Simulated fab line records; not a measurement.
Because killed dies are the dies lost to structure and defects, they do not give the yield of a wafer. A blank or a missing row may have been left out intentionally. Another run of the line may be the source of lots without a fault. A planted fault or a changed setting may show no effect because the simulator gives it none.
Shared-tool check + flow n5_finfet + 10 lots and 30 wafers in the sample

== WHY IT WAS OPENED ==
3 of 10 lots carry a flag on the reading V11_OVL at N5_BEOL_M12_OVL_MEAS_11. Fault-free wafers read 1 nm, with a standard deviation of 5.4.
Rule: a lot is flagged when every wafer of it that has a number lies more than 4 standard deviations from that mean, or none has a number. The rest of the lots are taken to be sound.

| lot  | measured     | on         | V11_OVL (nm), wafer by wafer | flag    |
|------|--------------|------------|------------------------------|---------|
| L350 | day 11 12:07 | overlay-01 | -1 -10 -6                    |         |
| L351 | day 11 12:08 | overlay-02 | 6 3 1                        |         |
| L354 | day 13 01:23 | overlay-01 | -5 -2 -3                     |         |
| L361 | day 14 14:49 | overlay-02 | 37 39 37                     | FLAGGED |
| L363 | day 14 18:40 | overlay-02 | 44 32 32                     | FLAGGED |
| L365 | day 15 09:17 | overlay-01 | 29 40 33                     | FLAGGED |
| L367 | day 16 08:38 | overlay-02 | 3 -9 1                       |         |
| L368 | day 17 01:03 | overlay-02 | 4 3 4                        |         |
| L370 | day 17 06:08 | overlay-02 | 10 2 11                      |         |
| L371 | day 17 21:28 | overlay-02 | -7 3 -4                      |         |
On average the flagged lots' numbers are 36 nm, which is +35 nm against the usual, or +6 standard deviations.

== WHICH TOOL EACH LOT WENT THROUGH ==
The record holds 3 process steps before the reading, out of a route of 1938 steps. Every cell lists first the tool, next ch and the chambers used by the sampled wafers, and last the start.
| lot  | flag    | N5_BEOL_M11_DEGAS_44         | N5_BEOL_M11_SPUTTER_48       | N5_BEOL_M12_EXPOSE_07             |
|------|---------|------------------------------|------------------------------|-----------------------------------|
| L350 |         | pvd_sputter-01, day 11 08:07 | pvd_sputter-03, day 11 10:23 | krf_scanner-02 ch 0, day 11 11:55 |
| L351 |         | pvd_sputter-03, day 11 08:16 | pvd_sputter-03, day 11 10:28 | krf_scanner-02 ch 0, day 11 11:56 |
| L354 |         | pvd_sputter-03, day 12 23:08 | pvd_sputter-02, day 12 23:43 | krf_scanner-02 ch 0, day 13 01:11 |
| L361 | FLAGGED | pvd_sputter-02, day 14 12:30 | pvd_sputter-03, day 14 13:20 | krf_scanner-02 ch 0, day 14 14:37 |
| L363 | FLAGGED | pvd_sputter-02, day 14 16:16 | pvd_sputter-03, day 14 17:02 | krf_scanner-02 ch 0, day 14 18:28 |
| L365 | FLAGGED | pvd_sputter-02, day 15 06:45 | pvd_sputter-03, day 15 07:41 | krf_scanner-02 ch 0, day 15 09:05 |
| L367 |         | pvd_sputter-03, day 16 05:40 | pvd_sputter-02, day 16 06:23 | krf_scanner-01 ch 0, day 16 08:26 |
| L368 |         | pvd_sputter-03, day 16 22:40 | pvd_sputter-03, day 16 23:17 | krf_scanner-01 ch 0, day 17 00:52 |
| L370 |         | pvd_sputter-01, day 17 03:39 | pvd_sputter-03, day 17 04:40 | krf_scanner-01 ch 0, day 17 05:56 |
| L371 |         | pvd_sputter-01, day 17 18:58 | pvd_sputter-01, day 17 19:44 | krf_scanner-01 ch 0, day 17 21:16 |
These steps, and what they do:
- N5_BEOL_M11_DEGAS_44: time 60 s.
- N5_BEOL_M11_SPUTTER_48: material Cu, target thk 12 nm, time 2 s.
- N5_BEOL_M12_EXPOSE_07: exposes mask V11.
- N5_BEOL_M12_OVL_MEAS_11

== FLAGGED AGAINST TOTAL, ONE TOOL AT A TIME (gauges that did the reading follow at the end) ==
| step                    | tool           | lots run | flagged | share of the flagged lots | sound lots run after its first flagged lot |
|-------------------------|----------------|----------|---------|---------------------------|--------------------------------------------|
| N5_BEOL_M11_DEGAS_44    | pvd_sputter-01 | 3        | 0       | none                      | -                                          |
| N5_BEOL_M11_DEGAS_44    | pvd_sputter-02 | 3        | 3       | all                       | 0                                          |
| N5_BEOL_M11_DEGAS_44    | pvd_sputter-03 | 4        | 0       | none                      | -                                          |
| N5_BEOL_M11_SPUTTER_48  | pvd_sputter-01 | 1        | 0       | none                      | -                                          |
| N5_BEOL_M11_SPUTTER_48  | pvd_sputter-02 | 2        | 0       | none                      | -                                          |
| N5_BEOL_M11_SPUTTER_48  | pvd_sputter-03 | 7        | 3       | all                       | 2 (L368,L370)                              |
| N5_BEOL_M12_EXPOSE_07   | krf_scanner-01 | 4        | 0       | none                      | -                                          |
| N5_BEOL_M12_EXPOSE_07   | krf_scanner-02 | 6        | 3       | all                       | 0                                          |
| N5_BEOL_M12_OVL_MEAS_11 | overlay-01     | 3        | 1       | some                      | 0                                          |
| N5_BEOL_M12_OVL_MEAS_11 | overlay-02     | 7        | 2       | some                      | 4 (L367,L368,L370,L371)                    |

== WHAT THE TABLE PERMITS ==
All flagged lots were run by 3 table rows, namely pvd_sputter-02 at N5_BEOL_M11_DEGAS_44, pvd_sputter-03 at N5_BEOL_M11_SPUTTER_48, krf_scanner-02 at N5_BEOL_M12_EXPOSE_07.
- pvd_sputter-02 at N5_BEOL_M11_DEGAS_44: 3 of its 3 lots flagged. With no sound lot run before its first flagged lot in this sample, there is nothing to narrow down the start.
- pvd_sputter-03 at N5_BEOL_M11_SPUTTER_48: 3 of its 7 lots flagged. Sound lots followed the first flagged one (L368, L370) on it, something a lasting fault affecting the whole tool could not allow.
- krf_scanner-02 at N5_BEOL_M12_EXPOSE_07: 3 of its 6 lots flagged. It ran its last sound lot, L354, at day 13 01:11 and its first flagged lot, L361, at day 14 14:37: a fault with its onset between the two fits.
Counting lots can't tell these 2 tools apart, because each fits a fault that began at some hour. More lots, or a look at what each step does to the wafer, might.

== WHAT HAD BEEN PUT IN BY THE SIMULATOR ==
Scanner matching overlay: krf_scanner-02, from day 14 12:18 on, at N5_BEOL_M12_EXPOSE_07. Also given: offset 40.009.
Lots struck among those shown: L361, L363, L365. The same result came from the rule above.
